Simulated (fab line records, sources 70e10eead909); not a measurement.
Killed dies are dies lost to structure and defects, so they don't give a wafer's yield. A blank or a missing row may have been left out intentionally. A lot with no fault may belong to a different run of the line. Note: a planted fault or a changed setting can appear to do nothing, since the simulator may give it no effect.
Which tool is to blame? :: flow nand_harc :: 6 lots, 18 wafers sampled, at 4 steps of a route of 1302

== WHAT THE GAUGES READ, wafer by wafer ==
NHARC_END_SORT_01.
lot: L197
measured: day 26 02:25
on: prober-01
killed_at_other: 0 0 0

lot: L199
measured: day 27 03:37
on: prober-02
killed_at_other: 2 0 1

lot: L202
measured: day 28 15:35
on: prober-02
killed_at_other: 0 1 0

lot: L206
measured: day 30 04:48
on: prober-02
killed_at_other: 0 0 0

lot: L210
measured: day 31 21:07
on: prober-02
killed_at_other: 0 1 0

lot: L214
measured: day 33 07:35
on: prober-01
killed_at_other: 2 1 3

== TOOL THAT RAN EACH LOT (tool first, then ch and the chambers of the sampled wafers, then the start) ==
lot: L197
NHARC_A_DECK1_JOINT_ETCHBACK_07: rie_si-02 ch 0,1,3, day 13 00:49
NHARC_A_DECK1_JOINT_ETCHBACK_00: rie_si-06 ch 0,2,3, day 13 11:29
NHARC_A_DECK1_JOINT_CMP_02: cmp-02 ch 1,2,3, day 14 07:26

lot: L199
NHARC_A_DECK1_JOINT_ETCHBACK_07: rie_si-02 ch 0,1,2, day 14 01:17
NHARC_A_DECK1_JOINT_ETCHBACK_00: rie_si-01 ch 0,1,3, day 14 12:00
NHARC_A_DECK1_JOINT_CMP_02: cmp-01 ch 0,1,3, day 15 12:34

lot: L202
NHARC_A_DECK1_JOINT_ETCHBACK_07: rie_si-02 ch 1,2,3, day 15 05:51
NHARC_A_DECK1_JOINT_ETCHBACK_00: rie_si-02 ch 1,3, day 15 17:47
NHARC_A_DECK1_JOINT_CMP_02: cmp-04 ch 0,2,3, day 16 19:47

lot: L206
NHARC_A_DECK1_JOINT_ETCHBACK_07: rie_si-01 ch 0,1,3, day 16 19:25
NHARC_A_DECK1_JOINT_ETCHBACK_00: rie_si-06 ch 0,1,3, day 17 07:05
NHARC_A_DECK1_JOINT_CMP_02: cmp-01 ch 0,1,3, day 18 07:58

lot: L210
NHARC_A_DECK1_JOINT_ETCHBACK_07: rie_si-01 ch 0,2,3, day 18 06:48
NHARC_A_DECK1_JOINT_ETCHBACK_00: rie_si-02 ch 0,1,2, day 18 17:29
NHARC_A_DECK1_JOINT_CMP_02: cmp-01 ch 0,1,2, day 19 16:28

lot: L214
NHARC_A_DECK1_JOINT_ETCHBACK_07: rie_si-06 ch 0,1,3, day 19 20:25
NHARC_A_DECK1_JOINT_ETCHBACK_00: rie_si-06 ch 1,2,3, day 20 07:03
NHARC_A_DECK1_JOINT_CMP_02: cmp-02 ch 0,1,2, day 21 07:30
- NHARC_A_DECK1_JOINT_ETCHBACK_07: etches the open film in HBr, target depth 105 nm, time 26.9 s.
- NHARC_A_DECK1_JOINT_ETCHBACK_00: etches the open film in HBr, target depth 30 nm, time 17.4 s.
- NHARC_A_DECK1_JOINT_CMP_02: polishes SiOx.

== THE ANSWER, worked out from the rows above alone ==
Rule: the usual values come from the lots themselves. Put in order of their means at a reading, lots are off if they are a third of the lots or fewer, leave a main group of 4 or more, and stand apart from it by a gap of 3 or more times the standard deviation of the main group's means; of several such gaps the widest counts. The tables above print the reading to a certain number of digits; a main group whose means all agree to those digits is not used. A lot without any number at a reading at which 4 lots or more have one is off too. Where the step has rows for the other lots, those lots are counted as sound.
Across all readings shown, no lot is off: no conclusion can be drawn from this.

== WHAT THE SIMULATOR HAD INSERTED ==
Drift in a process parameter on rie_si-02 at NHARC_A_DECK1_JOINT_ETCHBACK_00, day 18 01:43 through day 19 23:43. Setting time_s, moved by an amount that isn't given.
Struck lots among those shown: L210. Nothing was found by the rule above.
